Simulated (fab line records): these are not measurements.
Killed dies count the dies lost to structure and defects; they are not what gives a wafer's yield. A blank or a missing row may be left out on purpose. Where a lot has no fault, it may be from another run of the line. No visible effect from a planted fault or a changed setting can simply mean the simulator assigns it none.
8D (eight disciplines) problem report, filled in by code || flow n5Finfet || the parts of the form that need people (team, actions taken, sign-off) are left out

1. WHAT IS WRONG
At N5_BEOL_M12_ETCH_67, etchRfOnTimeS averages 150 s over 4 wafers from 3 lots, while fault-free wafers read 234 s, standard deviation 5.6. Relative to the usual mean, that is a shift of -15 standard deviations.
The step: etches SiARC in CF4, target depth 143 nm, time 238.3 s.
Seen first at day 13 04:25 on rieDiel-01, wafer L259.2. The record holds 28 wafers of 11 lots with a number at this step. By rule, "out" or "out of limits" means more than 4 standard deviations away from the usual mean. Any other wafer with a number is counted as sound.

2. WHAT IT IS; WHAT IT IS NOT
{"question": "which readings at this step", "is": "etchRfOnTimeS", "is not": "drypumpMotorCurrentA, rfVppV, showerheadPlenumPTorr, throttleValvePct"}
{"question": "which lots", "is": "L259, L262, L263", "is not": "L264, L267, L268, L271, L272, L273, L274, L275"}
{"question": "which wafers of those lots", "is": "L259.2, L262.2, L263.1, L263.2", "is not": "L259.5, L262.4, L263.4"}
{"question": "read on which tools", "is": "rieDiel-01", "is not": "rieDiel-02, rieDiel-03"}
{"question": "when", "is": "from day 13 04:25", "is not": "up to then (1 sound wafer); but 23 sound wafers of L262, L263, L264, L267, L268, L271, L272, L273, L274, L275 came after"}

3. THE SUSPECTS, EACH WITH WHAT RULES IT OUT
Counting: a tool at a process step up to the reading stays a suspect if it ran every lot that is out. Sound lots after the first of them don't rule it out here, since some wafers of a struck lot are sound.
- rieDiel-01 at N5_BEOL_M12_DESCUM_33 (chemistry O2, time 7.9 s): kept. It ran every lot that is out, first L259 (day 13 04:23).
- rieDiel-01 at N5_BEOL_M12_ETCH_67 (etches SiARC in CF4, target depth 143 nm, time 238.3 s): kept. It ran every lot that is out, first L259 (day 13 04:25). Its own etchRfOnTimeS readings are out on those wafers.
- Within rieDiel-01 at N5_BEOL_M12_DESCUM_33: the wafers that are out ran in chambers 1, 3; their sound lot-mates ran in chambers 0, 2.
- Within rieDiel-01 at N5_BEOL_M12_ETCH_67: the wafers that are out ran in chambers 1, 3; their sound lot-mates ran in chambers 0, 2.
What counting leaves: rieDiel-01 at N5_BEOL_M12_DESCUM_33 and rieDiel-01 at N5_BEOL_M12_ETCH_67.

4. THE CAUSE (what the simulator had put in)
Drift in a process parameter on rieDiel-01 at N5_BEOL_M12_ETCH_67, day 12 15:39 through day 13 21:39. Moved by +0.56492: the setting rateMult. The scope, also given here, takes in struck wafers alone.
2 suspects survive the count, and this tool is in that group.

5. SEQUENCE OF EFFECTS, ordered by route
Each row: a reading whose mean over the struck wafers that have a number lies more than 3 standard deviations from the usual. Only readings for which the record gives a usual standard deviation are gone through. hours: the time from each lot's start at the first step in this table that gives one to its start at this step, as a median over the lots. sigmas: the change in usual standard deviations.
{"hours": 0, "step": "N5_BEOL_M12_ETCH_67", "reading": "etchRfOnTimeS", "usual": "234 s", "on struck wafers": 150, "change": -84, "sigmas": -15}
Its process steps:
- N5_BEOL_M12_ETCH_67: etches SiARC in CF4, target depth 143 nm, time 238.3 s.

6. HOW IT WOULD HAVE BEEN CAUGHT EARLIER
First out-of-limits reading in this record: day 13 04:25, which is 13 hours after fault onset at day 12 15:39.
